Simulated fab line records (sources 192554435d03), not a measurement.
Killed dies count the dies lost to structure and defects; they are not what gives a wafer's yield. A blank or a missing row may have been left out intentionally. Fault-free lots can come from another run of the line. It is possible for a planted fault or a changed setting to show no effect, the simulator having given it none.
8D (eight disciplines) problem report, filled in by code | flow n5Finfet | the parts of the form that need people (team, actions taken, sign-off) are left out

== 1. PROBLEM STATEMENT ==
At N5_BEOL_M4_COAT_68, spinSpeedRpm averages 1828.8 rpm over 6 wafers from 2 lots, while fault-free wafers read 1500.1 rpm, standard deviation 0.8. That is +99 or more standard deviations from the usual mean.
The step: time 60 s, resist thk 12 nm.
Earliest sighting: wafer L478.1 on lithoTrack-03 at day 9 02:05. The record has a number at this step for 12 wafers belonging to 4 lots. By rule, "out" or "out of limits" means more than 4 standard deviations away from the usual mean. All remaining wafers that have a number are taken as sound.

== 2. WHAT IT IS, AND WHAT IT ISN'T ==
question                    | is                     | is not
which readings at this step | spinSpeedRpm           | plateTempC
which lots                  | L477, L478             | L490, L491
which wafers of those lots  | all that have a number | -
read on which tools         | lithoTrack-03          | lithoTrack-05
when                        | from day 9 02:05       | up to then (0 sound wafers); but 6 sound wafers of L490, L491 came after

== 3. THE SUSPECTS, EACH WITH WHAT RULES IT OUT ==
Counting: a tool stays on the suspect list if, at a process step up to the reading, it processed all lots that are out and no sound lot following the first of them.
- lithoTrack-03 at N5_BEOL_M4_COAT_68 (time 60 s, resist thk 12 nm): ruled out as a lasting fault. Following L478 (day 9 02:05), the first lot on it that is out, the sound lots L490 were run on it.
Left after counting: nothing in the record.

== 4. THE CAUSE (what the simulator had put in) ==
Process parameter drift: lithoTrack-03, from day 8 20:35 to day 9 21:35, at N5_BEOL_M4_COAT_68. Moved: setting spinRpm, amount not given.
Counting ruled it out, wrongly.

== 5. THE CHAIN OF EFFECTS, in route order ==
One row per reading whose mean, taken over the struck wafers that have a number, lies over 3 standard deviations from the usual. Only readings whose record carries a usual standard deviation are examined. hours: median over the lots of the time between each lot's start at the first step of this table that gives one and its start at this step. sigmas: the change, counted in usual standard deviations.
hours | step               | reading       | usual      | on struck wafers | change | sigmas
0     | N5_BEOL_M4_COAT_68 | spinSpeedRpm  | 1500.1 rpm | 1828.8           | +328.7 | +99 or more
1     | N5_BEOL_M4_ETCH_69 | etchRfOnTimeS | 26.0 s     | 23.2             | -2.8   | -3.1
Here are the process steps it includes:
- N5_BEOL_M4_COAT_68: time 60 s, resist thk 12 nm.
- N5_BEOL_M4_ETCH_69: etches SiARC in CF4, target depth 15.6 nm, time 26 s.
Later steps that measure or inspect, where all struck wafers having a row at the step show a number for every such reading and not one has moved that far: N5_BEOL_M4_RC_MEAS_101.

== 6. WHAT WOULD HAVE CAUGHT IT SOONER ==
In this record the first reading out of limits was taken at day 9 02:05, 6 hours after the fault began at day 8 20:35.
